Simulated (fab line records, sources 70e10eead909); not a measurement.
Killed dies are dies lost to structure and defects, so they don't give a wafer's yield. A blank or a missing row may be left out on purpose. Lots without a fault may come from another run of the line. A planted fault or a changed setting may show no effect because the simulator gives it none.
Problem report in the 8D (eight disciplines) form, filled by code | flow nand_harc | the parts of the form that need people (team, actions taken, sign-off) are left out

1. THE PROBLEM
killed_dies at NHARC_END_SORT_01 reads a mean of 114 on 6 wafers of 2 lots; wafers without a fault read 32 with a standard deviation of 11. That is +7.5 standard deviations from the usual mean.
First seen on wafer L729.2, day 21 09:24, on prober-02. The record holds 22 wafers of 8 lots with a number at this step. Rule for "out", or "out of limits": more than 4 standard deviations from the usual mean. The other wafers with a number count as sound.

2. WHAT IT IS AND WHAT IT IS NOT
question                    | is                           | is not
which readings at this step | killed_dies, killed_at_array | killed_at_other, killed_at_periphery, killed_open, killed_short
which lots                  | L729, L736                   | L723, L724, L725, L737, L742, L744
which wafers of those lots  | all that have a number       | -
read on which gauges        | prober-01, prober-02         | -
when                        | from day 21 09:24            | up to then (9 sound wafers); but 7 sound wafers of L737, L742, L744 came after

3. SUSPECTS, AND WHAT RULES EACH OUT
Counting: a tool at a process step up to the reading stays a suspect if it ran every lot that is out and no sound lot after the first of them.
- the gauge at NHARC_END_SORT_01: ruled out. The wafers that are out were read on 2 gauges (prober-01, prober-02).
- rie_diel-13 at NHARC_A_BLC_ETCH_17 (etches the open film in N2/H2, target depth 390 nm, time 609.38 s): kept. It ran every lot that is out, first L729 (day 19 14:25), and no sound lot after that; its last sound lot up to then is L724 (day 17 15:16).
- rie_diel-12 at NHARC_THIN_TSV_DESCUM_14 (chemistry O2, time 3 s): ruled out as a lasting fault. Sound lots L744 ran on it after its first lot that is out, L729 (day 20 20:16).
- pvd_sputter-01 at NHARC_THIN_TSV_DEGAS_53 (time 60 s): ruled out as a lasting fault. Sound lots L744 ran on it after its first lot that is out, L729 (day 21 00:53).
Left after counting: rie_diel-13 at NHARC_A_BLC_ETCH_17.

4. THE CAUSE (what the simulator had put in)
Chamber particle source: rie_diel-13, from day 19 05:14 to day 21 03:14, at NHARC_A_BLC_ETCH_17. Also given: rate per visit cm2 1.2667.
Counting left only this tool.

5. THE CHAIN OF EFFECTS, in route order
Each row: a reading whose mean over the struck wafers that have a number lies more than 3 standard deviations from the usual. Only readings for which the record gives a usual standard deviation are gone through. hours: the time from each lot's start at the first step in this table that gives one to its start at this step, as a median over the lots. sigmas: the change in usual standard deviations.
hours | step              | reading         | usual | on struck wafers | change | sigmas
0     | NHARC_END_SORT_01 | killed_at_array | 27    | 112              | +85    | +7.1
0     | NHARC_END_SORT_01 | killed_dies     | 32    | 114              | +82    | +7.5

6. WHAT WOULD HAVE CAUGHT IT SOONER
In this record the first reading out of limits at a measuring or inspecting step was taken at day 21 09:24, 52 hours after the fault began at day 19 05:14.
Of the tool readings at NHARC_A_BLC_ETCH_17 for which the record gives a usual standard deviation, none was out on any struck wafer, so an alarm limit of 4 standard deviations on them would not have fired.
All the lots that are out (2) had begun NHARC_A_BLC_ETCH_17 on rie_diel-13 by day 21 09:24. A hold on the tool at that time would have spared none of them.
